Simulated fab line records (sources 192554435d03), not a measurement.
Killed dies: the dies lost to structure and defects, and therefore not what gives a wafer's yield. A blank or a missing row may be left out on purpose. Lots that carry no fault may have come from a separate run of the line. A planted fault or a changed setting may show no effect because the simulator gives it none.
fab line records + flow n5_finfet + part 2 of 2: steps 4 to 6 of 6
record
- lots=21
- wafers=63
- last_day=18
route steps=1938 shown GATE_CUT@491
lots untouched by any fault: they come from a run of this same line in which no faults occurred
start_h: start of the lot's first displayed wafer, in hours after the record's first day + wait_h: hours since the lot's step before + " identical to the entry in the row above + L1.1+2: a row that stands for several wafers + - no value present, or no start provided + * or withheld: withheld + < > ~ a bound
route shown NAME@n: names a module that has steps shown in the file, with the first one's number in the route + usual: the fault-free wafers' mean and standard deviation + same: alike in all rows + chamber/n: place in a boat + sites: readings site by site + _std_site: the values' standard deviation + _edge_site: outer sites' mean less inner sites' + radius_mm: for every site, how far away it sits from the centre of the wafer + mask NAME#n: copy n + behind: the most recent tool/chamber to have shaped the wafer + hold: why the lot went on hold/how many hours it stayed there/how the hold came to an end + device: names the non-switching transistor (n, p or np) + end of line: at the end of the route, the tests of the same wafers + a step with no rows: only its recipe + killed: the dies lost at the first sort to structure and to defects; this is not the yield of the wafer + map: per-die view of a wafer (x killed, . not killed, _ where there is no die)
set.NAME: the setting as run; set.NAME@STEP: as run at that earlier step + model.NAME: the simulator's own value behind a step, which no gauge read
one table for each step of the route and one row for each wafer, over a sample of lots
services: the hour from which a tool's chamber was out of use, counted from the record's first day as start_h (under 0 if before that day), plus the number of hours and why
## steps
# step N5_GATE_CUT_CUT_ETCH_54
# recipe
- chemistry=Cl2/BCl3
- target=TiN
- mask_material=SiO2
- target_depth_a=967
- pressure_mtorr=10
- icp_w=1000
- bias_w=126
- Cl2_flow_sccm=53.25
- bcl3_flow_sccm=21.75
- Ar_flow_sccm=25
- ends=cleared
# usual
- drypump_motor_current_A=5.8/0.33
- etch_rf_on_time_s=36.4/0.5
- oes_product_au=0.69/0.096
- throttle_valve_pct=22.25/0.18
| lot.wafer | tool         | chamber | start_h | wait_h | drypump_motor_current_A | etch_rf_on_time_s | oes_product_au | rf_hours_counter_h | throttle_valve_pct |
|-----------|--------------|---------|---------|--------|-------------------------|-------------------|----------------|--------------------|--------------------|
| L074.3    | rie_metal-03 | 0       | 88.12   | 0.0    | 6.0                     | 37.1              | 0.64           | -                  | 22.03              |
| L074.4    | "            | 1       | "       | "      | 5.8                     | 36.8              | 0.58           | -                  | 22.59              |
| L074.5    | "            | 1       | "       | "      | 5.8                     | 36.6              | 0.58           | -                  | 22.57              |
| L075.1    | rie_metal-01 | 0       | 93.60   | 0.0    | 5.7                     | 36.3              | 0.54           | 140                | 22.39              |
| L075.3    | "            | 0       | "       | "      | 5.7                     | 36.0              | 0.55           | -                  | 22.40              |
| L075.6    | "            | 0       | "       | "      | 5.7                     | 36.3              | 0.54           | -                  | 22.38              |
| L076.1    | rie_metal-03 | 0       | 98.76   | 0.0    | 6.0                     | 37.0              | 0.64           | 72                 | 22.03              |
| L076.3    | "            | 0       | "       | "      | 6.0                     | 36.8              | 0.64           | -                  | 22.03              |
| L076.4    | "            | 1       | "       | "      | 5.8                     | 36.7              | 0.58           | -                  | 22.58              |
| L077.1    | rie_metal-03 | 1       | 102.52  | 0.0    | 5.8                     | 37.2              | 0.58           | 114                | 22.60              |
| L077.3    | "            | 1       | "       | "      | 5.8                     | 37.0              | 0.58           | -                  | 22.59              |
| L077.6    | "            | 0       | "       | "      | 6.0                     | 37.4              | 0.63           | -                  | 22.03              |
| L078.1    | rie_metal-02 | 1       | 115.30  | 0.0    | 5.5                     | 35.6              | 0.70           | 45                 | 22.19              |
| L078.4    | "            | 1       | "       | "      | 5.5                     | 35.8              | 0.69           | -                  | 22.19              |
| L078.5    | "            | 1       | "       | "      | 5.5                     | 35.6              | 0.69           | -                  | 22.20              |
| L079.1    | rie_metal-01 | 0       | 116.60  | 0.0    | 5.7                     | 36.0              | 0.54           | 142                | 22.39              |
| L079.4    | "            | 0       | "       | "      | 5.7                     | 36.2              | 0.54           | -                  | 22.38              |
| L079.6    | "            | 1       | "       | "      | 6.4                     | 37.1              | 0.70           | -                  | 22.12              |
| L080.1    | rie_metal-02 | 1       | 121.45  | 0.1    | 5.5                     | 35.9              | 0.69           | 46                 | 22.20              |
| L080.3    | "            | 1       | "       | "      | 5.5                     | 35.6              | 0.69           | -                  | 22.19              |
| L080.5    | "            | 1       | "       | "      | 5.5                     | 35.4              | 0.69           | -                  | 22.18              |
| L081.1    | rie_metal-01 | 1       | 127.53  | 0.0    | 6.4                     | 36.7              | 0.70           | 39                 | 22.12              |
| L081.2    | "            | 0       | "       | "      | 5.7                     | 35.9              | 0.54           | 142                | 22.39              |
| L081.5    | "            | 0       | "       | "      | 5.7                     | 36.0              | 0.54           | -                  | 22.40              |
| L082.1    | rie_metal-03 | 1       | 138.26  | 0.0    | 5.8                     | 36.3              | 0.59           | 116                | 22.58              |
| L082.5    | "            | 1       | "       | "      | 5.8                     | 36.2              | 0.58           | -                  | 22.57              |
| L082.6    | "            | 0       | "       | "      | 6.0                     | 36.9              | 0.64           | -                  | 22.05              |
| L083.4    | rie_metal-01 | 1       | 143.55  | 0.1    | 6.4                     | 36.5              | 0.70           | -                  | 22.13              |
| L083.5    | "            | 1       | "       | "      | 6.4                     | 36.6              | 0.70           | -                  | 22.13              |
| L083.6    | "            | 1       | "       | "      | 6.4                     | 36.4              | 0.71           | -                  | 22.13              |
| L085.2    | rie_metal-03 | 1       | 158.40  | 0.0    | 5.8                     | 36.7              | 0.58           | 117                | 22.59              |
| L085.4    | "            | 1       | "       | "      | 5.8                     | 36.9              | 0.57           | -                  | 22.58              |
| L085.6    | "            | 1       | "       | "      | 5.8                     | 36.8              | 0.57           | -                  | 22.60              |
| L086.1    | rie_metal-03 | 1       | 159.96  | 0.0    | 5.8                     | 36.7              | 0.57           | 118                | 22.57              |
| L086.2    | "            | 0       | "       | "      | 6.0                     | 37.4              | 0.63           | 76                 | 22.04              |
| L086.3    | "            | 0       | "       | "      | 6.0                     | 37.2              | 0.63           | -                  | 22.05              |
| L087.1    | rie_metal-02 | 0       | 167.12  | 0.0    | 5.4                     | 36.1              | 0.82           | 14                 | 22.34              |
| L087.2    | "            | 1       | "       | "      | 5.4                     | 35.8              | 0.68           | 50                 | 22.19              |
| L087.6    | "            | 1       | "       | "      | 5.5                     | 36.0              | 0.67           | -                  | 22.20              |
| L088.1    | rie_metal-01 | 0       | 168.28  | 0.0    | 5.7                     | 36.1              | 0.91           | 1                  | 22.10              |
| L088.4    | "            | 1       | "       | "      | 6.3                     | 37.1              | 0.69           | -                  | 22.14              |
| L088.6    | "            | 0       | "       | "      | 5.7                     | 36.1              | 0.90           | -                  | 22.08              |
| L090.3    | rie_metal-01 | 0       | 180.56  | 0.0    | 5.7                     | 36.3              | 0.89           | -                  | 22.09              |
| L090.4    | "            | 1       | "       | "      | 6.3                     | 36.8              | 0.69           | -                  | 22.15              |
| L090.5    | "            | 1       | "       | "      | 6.4                     | 36.8              | 0.68           | -                  | 22.12              |
| L091.2    | rie_metal-01 | 1       | 187.31  | 0.0    | 6.4                     | 37.2              | 0.68           | 47                 | 22.16              |
| L091.4    | "            | 1       | "       | "      | 6.3                     | 36.9              | 0.68           | -                  | 22.14              |
| L091.6    | "            | 1       | "       | "      | 6.3                     | 37.0              | 0.69           | -                  | 22.15              |
| L092.2    | rie_metal-02 | 1       | 193.14  | 0.1    | 5.5                     | 35.7              | 0.68           | 52                 | 22.21              |
| L092.3    | "            | 0       | "       | "      | 5.4                     | 35.9              | 0.81           | -                  | 22.36              |
| L092.5    | "            | 1       | "       | "      | 5.5                     | 35.7              | 0.67           | -                  | 22.20              |
| L093.1    | rie_metal-02 | 0       | 203.15  | 0.0    | 5.4                     | 36.4              | 0.79           | 17                 | 22.36              |
| L093.4    | "            | 0       | "       | "      | 5.4                     | 36.2              | 0.80           | -                  | 22.36              |
| L093.6    | "            | 0       | "       | "      | 5.4                     | 36.4              | 0.79           | -                  | 22.38              |
| L094.1    | rie_metal-02 | 1       | 205.39  | 0.0    | 5.5                     | 36.1              | 0.66           | 54                 | 22.20              |
| L094.3    | "            | 1       | "       | "      | 5.5                     | 36.3              | 0.66           | -                  | 22.22              |
| L094.4    | "            | 0       | "       | "      | 5.4                     | 36.1              | 0.79           | -                  | 22.38              |
| L095.2    | rie_metal-03 | 1       | 216.54  | 0.1    | 5.8                     | 36.4              | 0.57           | 122                | 22.60              |
| L095.3    | "            | 1       | "       | "      | 5.8                     | 36.3              | 0.57           | -                  | 22.60              |
| L095.4    | "            | 0       | "       | "      | 6.0                     | 36.8              | 0.63           | -                  | 22.04              |
| L097.2    | rie_metal-01 | 1       | 228.75  | 0.0    | 6.4                     | 37.8              | 0.66           | 51                 | 22.17              |
| L097.3    | "            | 0       | "       | "      | 5.7                     | 36.3              | 0.85           | -                  | 22.11              |
| L097.4    | "            | 1       | "       | "      | 6.3                     | 37.3              | 0.67           | -                  | 22.16              |
# step N5_GATE_CUT_ETCH_47
# recipe
- chemistry=Cl2/BCl3
- target=SiO2
- target_depth_a=100
- pressure_mtorr=10
- icp_w=1000
- bias_w=126
- Cl2_flow_sccm=53.25
- bcl3_flow_sccm=21.75
- Ar_flow_sccm=25
# usual
- drypump_motor_current_A=5.8/0.33
- oes_product_au=0.76/0.1
- throttle_valve_pct=22.79/0.18
| lot.wafer | tool         | chamber | start_h | wait_h | drypump_motor_current_A | oes_product_au | rf_hours_counter_h | throttle_valve_pct |
|-----------|--------------|---------|---------|--------|-------------------------|----------------|--------------------|--------------------|
| L074.3    | rie_metal-03 | 0       | 88.20   | 0.0    | 6.0                     | 0.72           | -                  | 22.55              |
| L074.4    | "            | 1       | "       | "      | 5.8                     | 0.64           | -                  | 23.10              |
| L074.5    | "            | 1       | "       | "      | 5.8                     | 0.64           | -                  | 23.12              |
| L075.1    | rie_metal-01 | 0       | 93.69   | 0.0    | 5.7                     | 0.60           | 140                | 22.94              |
| L075.3    | "            | 0       | "       | "      | 5.7                     | 0.60           | -                  | 22.93              |
| L075.6    | "            | 0       | "       | "      | 5.7                     | 0.59           | -                  | 22.94              |
| L076.1    | rie_metal-03 | 0       | 98.85   | 0.0    | 6.0                     | 0.71           | 72                 | 22.56              |
| L076.3    | "            | 0       | "       | "      | 6.0                     | 0.72           | -                  | 22.58              |
| L076.4    | "            | 1       | "       | "      | 5.8                     | 0.63           | -                  | 23.11              |
| L077.1    | rie_metal-03 | 1       | 102.61  | 0.0    | 5.8                     | 0.64           | 114                | 23.12              |
| L077.3    | "            | 1       | "       | "      | 5.8                     | 0.64           | -                  | 23.11              |
| L077.6    | "            | 0       | "       | "      | 6.0                     | 0.71           | -                  | 22.57              |
| L078.1    | rie_metal-02 | 1       | 115.39  | 0.0    | 5.5                     | 0.76           | 45                 | 22.73              |
| L078.4    | "            | 1       | "       | "      | 5.5                     | 0.76           | -                  | 22.72              |
| L078.5    | "            | 1       | "       | "      | 5.5                     | 0.75           | -                  | 22.74              |
| L079.1    | rie_metal-01 | 0       | 116.69  | 0.0    | 5.7                     | 0.60           | 142                | 22.93              |
| L079.4    | "            | 0       | "       | "      | 5.7                     | 0.60           | -                  | 22.93              |
| L079.6    | "            | 1       | "       | "      | 6.4                     | 0.78           | -                  | 22.65              |
| L080.1    | rie_metal-02 | 1       | 121.63  | 0.1    | 5.6                     | 0.75           | 46                 | 22.75              |
| L080.3    | "            | 1       | "       | "      | 5.5                     | 0.76           | -                  | 22.73              |
| L080.5    | "            | 1       | "       | "      | 5.5                     | 0.75           | -                  | 22.74              |
| L081.1    | rie_metal-01 | 1       | 127.62  | 0.0    | 6.4                     | 0.77           | 39                 | 22.66              |
| L081.2    | "            | 0       | "       | "      | 5.7                     | 0.59           | 142                | 22.94              |
| L081.5    | "            | 0       | "       | "      | 5.7                     | 0.59           | -                  | 22.93              |
| L082.1    | rie_metal-03 | 1       | 138.35  | 0.0    | 5.8                     | 0.64           | 116                | 23.12              |
| L082.5    | "            | 1       | "       | "      | 5.8                     | 0.64           | -                  | 23.11              |
| L082.6    | "            | 0       | "       | "      | 6.0                     | 0.71           | -                  | 22.58              |
| L083.4    | rie_metal-01 | 1       | 143.70  | 0.1    | 6.3                     | 0.77           | -                  | 22.65              |
| L083.5    | "            | 1       | "       | "      | 6.4                     | 0.78           | -                  | 22.65              |
| L083.6    | "            | 1       | "       | "      | 6.4                     | 0.77           | -                  | 22.67              |
| L085.2    | rie_metal-03 | 1       | 158.49  | 0.0    | 5.8                     | 0.63           | 117                | 23.12              |
| L085.4    | "            | 1       | "       | "      | 5.8                     | 0.63           | -                  | 23.14              |
| L085.6    | "            | 1       | "       | "      | 5.8                     | 0.63           | -                  | 23.13              |
| L086.1    | rie_metal-03 | 1       | 160.05  | 0.0    | 5.8                     | 0.63           | 118                | 23.13              |
| L086.2    | "            | 0       | "       | "      | 6.0                     | 0.71           | 76                 | 22.56              |
| L086.3    | "            | 0       | "       | "      | 6.0                     | 0.70           | -                  | 22.59              |
| L087.1    | rie_metal-02 | 0       | 167.21  | 0.0    | 5.4                     | 0.89           | 14                 | 22.92              |
| L087.2    | "            | 1       | "       | "      | 5.5                     | 0.74           | 50                 | 22.73              |
| L087.6    | "            | 1       | "       | "      | 5.6                     | 0.75           | -                  | 22.74              |
| L088.1    | rie_metal-01 | 0       | 168.37  | 0.0    | 5.7                     | 1.00           | 1                  | 22.64              |
| L088.4    | "            | 1       | "       | "      | 6.3                     | 0.76           | -                  | 22.68              |
| L088.6    | "            | 0       | "       | "      | 5.8                     | 0.99           | -                  | 22.65              |
| L090.3    | rie_metal-01 | 0       | 180.64  | 0.0    | 5.7                     | 0.98           | -                  | 22.65              |
| L090.4    | "            | 1       | "       | "      | 6.3                     | 0.76           | -                  | 22.67              |
| L090.5    | "            | 1       | "       | "      | 6.4                     | 0.76           | -                  | 22.67              |
| L091.2    | rie_metal-01 | 1       | 187.40  | 0.0    | 6.3                     | 0.75           | 47                 | 22.66              |
| L091.4    | "            | 1       | "       | "      | 6.3                     | 0.76           | -                  | 22.69              |
| L091.6    | "            | 1       | "       | "      | 6.3                     | 0.76           | -                  | 22.68              |
| L092.2    | rie_metal-02 | 1       | 193.26  | 0.0    | 5.5                     | 0.74           | 52                 | 22.76              |
| L092.3    | "            | 0       | "       | "      | 5.4                     | 0.88           | -                  | 22.92              |
| L092.5    | "            | 1       | "       | "      | 5.6                     | 0.74           | -                  | 22.75              |
| L093.1    | rie_metal-02 | 0       | 203.24  | 0.0    | 5.4                     | 0.87           | 17                 | 22.92              |
| L093.4    | "            | 0       | "       | "      | 5.4                     | 0.88           | -                  | 22.92              |
| L093.6    | "            | 0       | "       | "      | 5.4                     | 0.87           | -                  | 22.92              |
| L094.1    | rie_metal-02 | 1       | 205.48  | 0.0    | 5.5                     | 0.72           | 54                 | 22.75              |
| L094.3    | "            | 1       | "       | "      | 5.5                     | 0.72           | -                  | 22.76              |
| L094.4    | "            | 0       | "       | "      | 5.4                     | 0.87           | -                  | 22.93              |
| L095.2    | rie_metal-03 | 1       | 216.66  | 0.0    | 5.8                     | 0.63           | 122                | 23.13              |
| L095.3    | "            | 1       | "       | "      | 5.8                     | 0.62           | -                  | 23.12              |
| L095.4    | "            | 0       | "       | "      | 6.0                     | 0.70           | -                  | 22.57              |
| L097.2    | rie_metal-01 | 1       | 228.84  | 0.0    | 6.3                     | 0.74           | 51                 | 22.68              |
| L097.3    | "            | 0       | "       | "      | 5.7                     | 0.94           | -                  | 22.66              |
| L097.4    | "            | 1       | "       | "      | 6.3                     | 0.74           | -                  | 22.69              |
# step N5_GATE_CUT_ALD_22
# recipe
- material=SiNx
- target_thk_a=160
- temp_c=400
- ald_precursor_family=SiH2I2
- ald_co_reactant=N2/H2-plasma
- pulse_time_s=1
- ald_cycles=320
- purge_time_s=2
- co_reactant_purge_time_s=2
- pressure_torr=2
# usual
- chamber_pressure_Torr=2.000/0.0041
- heater_power_w=837/63
- precursor_pulse_height_rel=1.001/0.02
# same
- purge_time_s=2
| lot.wafer | tool       | chamber | start_h | wait_h | chamber_pressure_Torr | heater_power_w | precursor_pulse_height_rel |
|-----------|------------|---------|---------|--------|-----------------------|----------------|----------------------------|
| L074.3    | ald_sin-04 | 1       | 88.49   | 0.0    | 1.992                 | 813            | 1.016                      |
| L074.4    | "          | 0       | "       | "      | 1.996                 | 822            | 0.952                      |
| L074.5    | "          | 3       | "       | "      | 2.002                 | 866            | 1.019                      |
| L075.1    | ald_sin-03 | 3       | 95.03   | 1.1    | 2.005                 | 991            | 0.991                      |
| L075.3    | "          | 2       | "       | "      | 2.001                 | 851            | 1.025                      |
| L075.6    | "          | 0       | "       | "      | 2.006                 | 810            | 0.982                      |
| L076.1    | ald_sin-03 | 1       | 101.71  | 2.6    | 1.993                 | 845            | 0.984                      |
| L076.3    | "          | 3       | "       | "      | 2.002                 | 1000           | 1.028                      |
| L076.4    | "          | 2       | "       | "      | 2.003                 | 826            | 0.997                      |
| L077.1    | ald_sin-04 | 3       | 102.90  | 0.0    | 1.994                 | 888            | 1.000                      |
| L077.3    | "          | 1       | "       | "      | 2.004                 | 803            | 0.987                      |
| L077.6    | "          | 2       | "       | "      | 2.000                 | 833            | 0.988                      |
| L078.1    | ald_sin-01 | 1       | 115.69  | 0.0    | 1.999                 | 716            | 0.990                      |
| L078.4    | "          | 3       | "       | "      | 2.003                 | 903            | 1.007                      |
| L078.5    | "          | 0       | "       | "      | 2.004                 | 842            | 0.980                      |
| L079.1    | ald_sin-01 | 3       | 117.15  | 0.2    | 1.997                 | 912            | 1.011                      |
| L079.4    | "          | 1       | "       | "      | 1.999                 | 719            | 1.036                      |
| L079.6    | "          | 0       | "       | "      | 1.997                 | 838            | 0.990                      |
| L080.1    | ald_sin-04 | 2       | 122.05  | 0.0    | 2.002                 | 840            | 0.993                      |
| L080.3    | "          | 1       | "       | "      | 1.998                 | 802            | 0.998                      |
| L080.5    | "          | 2       | "       | "      | 2.001                 | 846            | 1.028                      |
| L081.1    | ald_sin-01 | 2       | 127.91  | 0.0    | 2.008                 | 859            | 0.991                      |
| L081.2    | "          | 3       | "       | "      | 2.005                 | 904            | 1.016                      |
| L081.5    | "          | 0       | "       | "      | 1.999                 | 832            | 0.984                      |
| L082.1    | ald_sin-01 | 3       | 138.65  | 0.0    | 1.997                 | 909            | 1.031                      |
| L082.5    | "          | 3       | "       | "      | 2.001                 | 919            | 1.023                      |
| L082.6    | "          | 2       | "       | "      | 1.995                 | 840            | 1.019                      |
| L083.4    | ald_sin-03 | 3       | 144.08  | 0.0    | 1.994                 | 1010           | 1.010                      |
| L083.5    | "          | 0       | "       | "      | 2.003                 | 817            | 0.989                      |
| L083.6    | "          | 1       | "       | "      | 1.995                 | 858            | 0.997                      |
| L085.2    | ald_sin-01 | 1       | 158.78  | 0.0    | 2.009                 | 713            | 1.005                      |
| L085.4    | "          | 0       | "       | "      | 1.995                 | 840            | 1.001                      |
| L085.6    | "          | 3       | "       | "      | 2.000                 | 912            | 1.010                      |
| L086.1    | ald_sin-04 | 2       | 160.35  | 0.0    | 2.007                 | 844            | 0.999                      |
| L086.2    | "          | 0       | "       | "      | 1.999                 | 839            | 1.020                      |
| L086.3    | "          | 1       | "       | "      | 1.999                 | 810            | 1.024                      |
| L087.1    | ald_sin-03 | 1       | 167.50  | 0.0    | 2.005                 | 856            | 0.991                      |
| L087.2    | "          | 3       | "       | "      | 1.990                 | 1016           | 1.011                      |
| L087.6    | "          | 3       | "       | "      | 2.001                 | 984            | 0.981                      |
| L088.1    | ald_sin-04 | 2       | 168.66  | 0.0    | 2.002                 | 850            | 1.013                      |
| L088.4    | "          | 1       | "       | "      | 2.000                 | 796            | 1.037                      |
| L088.6    | "          | 0       | "       | "      | 2.003                 | 833            | 0.968                      |
| L090.3    | ald_sin-01 | 3       | 180.93  | 0.0    | 2.001                 | 917            | 1.024                      |
| L090.4    | "          | 1       | "       | "      | 1.999                 | 709            | 1.011                      |
| L090.5    | "          | 3       | "       | "      | 2.008                 | 926            | 0.973                      |
| L091.2    | ald_sin-03 | 1       | 187.78  | 0.1    | 2.000                 | 867            | 0.989                      |
| L091.4    | "          | 2       | "       | "      | 1.999                 | 846            | 1.031                      |
| L091.6    | "          | 1       | "       | "      | 1.997                 | 846            | 0.996                      |
| L092.2    | ald_sin-01 | 1       | 193.59  | 0.0    | 2.000                 | 701            | 1.004                      |
| L092.3    | "          | 3       | "       | "      | 1.999                 | 905            | 1.011                      |
| L092.5    | "          | 3       | "       | "      | 1.999                 | 936            | 0.958                      |
| L093.1    | ald_sin-04 | 3       | 203.54  | 0.0    | 2.001                 | 846            | 1.012                      |
| L093.4    | "          | 1       | "       | "      | 1.996                 | 785            | 0.973                      |
| L093.6    | "          | 0       | "       | "      | 2.000                 | 784            | 0.999                      |
| L094.1    | ald_sin-04 | 2       | 205.77  | 0.0    | 2.002                 | 842            | 1.004                      |
| L094.3    | "          | 3       | "       | "      | 1.998                 | 861            | 1.004                      |
| L094.4    | "          | 0       | "       | "      | 2.001                 | 750            | 0.999                      |
| L095.2    | ald_sin-04 | 2       | 217.00  | 0.0    | 1.993                 | 870            | 1.014                      |
| L095.3    | "          | 3       | "       | "      | 1.998                 | 824            | 0.962                      |
| L095.4    | "          | 1       | "       | "      | 1.998                 | 778            | 0.986                      |
| L097.2    | ald_sin-01 | 2       | 229.13  | 0.0    | 1.991                 | 862            | 0.975                      |
| L097.3    | "          | 0       | "       | "      | 1.998                 | 856            | 0.991                      |
| L097.4    | "          | 3       | "       | "      | 2.004                 | 897            | 1.001                      |
## services
| tool         | chamber | start_h | hours | kind                          |
|--------------|---------|---------|-------|-------------------------------|
| ald_sin-01   | -       | 68.04   | 14.6  | pm                            |
| ald_sin-03   | 3       | 75.44   | 3.7   | repair                        |
| rie_diel-04  | 0       | 78.56   | 1.2   | repair                        |
| ald_sin-01   | -       | 85.75   | 14.0  | pm                            |
| rie_diel-01  | 0       | 93.52   | -     | clean                         |
| rie_diel-01  | 0       | 93.52   | -     | consumable_replace:focus_ring |
| rie_diel-01  | 0       | 93.52   | -     | consumable_replace:showerhead |
| rie_diel-01  | 0       | 93.52   | 22.0  | scheduled_down                |
| rie_diel-01  | 0       | 93.52   | 22.0  | vent_cycle                    |
| rie_metal-02 | 0       | 119.16  | 12.5  | repair                        |
| rie_diel-03  | -       | 123.29  | 14.6  | pm                            |
| rie_diel-04  | 2       | 124.85  | 24.6  | repair                        |
| ald_sin-03   | 2       | 160.90  | 16.3  | repair                        |
| rie_diel-04  | 0       | 161.53  | 6.6   | repair                        |
| rie_diel-03  | 1       | 175.27  | 12.3  | repair                        |
| ald_sin-04   | -       | 177.89  | 14.0  | pm                            |
| rie_diel-04  | 3       | 193.45  | 8.9   | repair                        |
| ald_sin-04   | 1       | 194.48  | 2.5   | repair                        |
| ald_sin-04   | -       | 201.75  | 0.7   | repair                        |
| ald_sin-01   | 2       | 205.76  | 7.3   | repair                        |
| rie_diel-04  | -       | 211.67  | 2.8   | pm                            |
| rie_diel-01  | -       | 217.33  | 9.7   | repair                        |
| rie_diel-04  | -       | 217.33  | 2.1   | repair                        |
| ald_sin-03   | -       | 228.99  | 2.8   | repair                        |
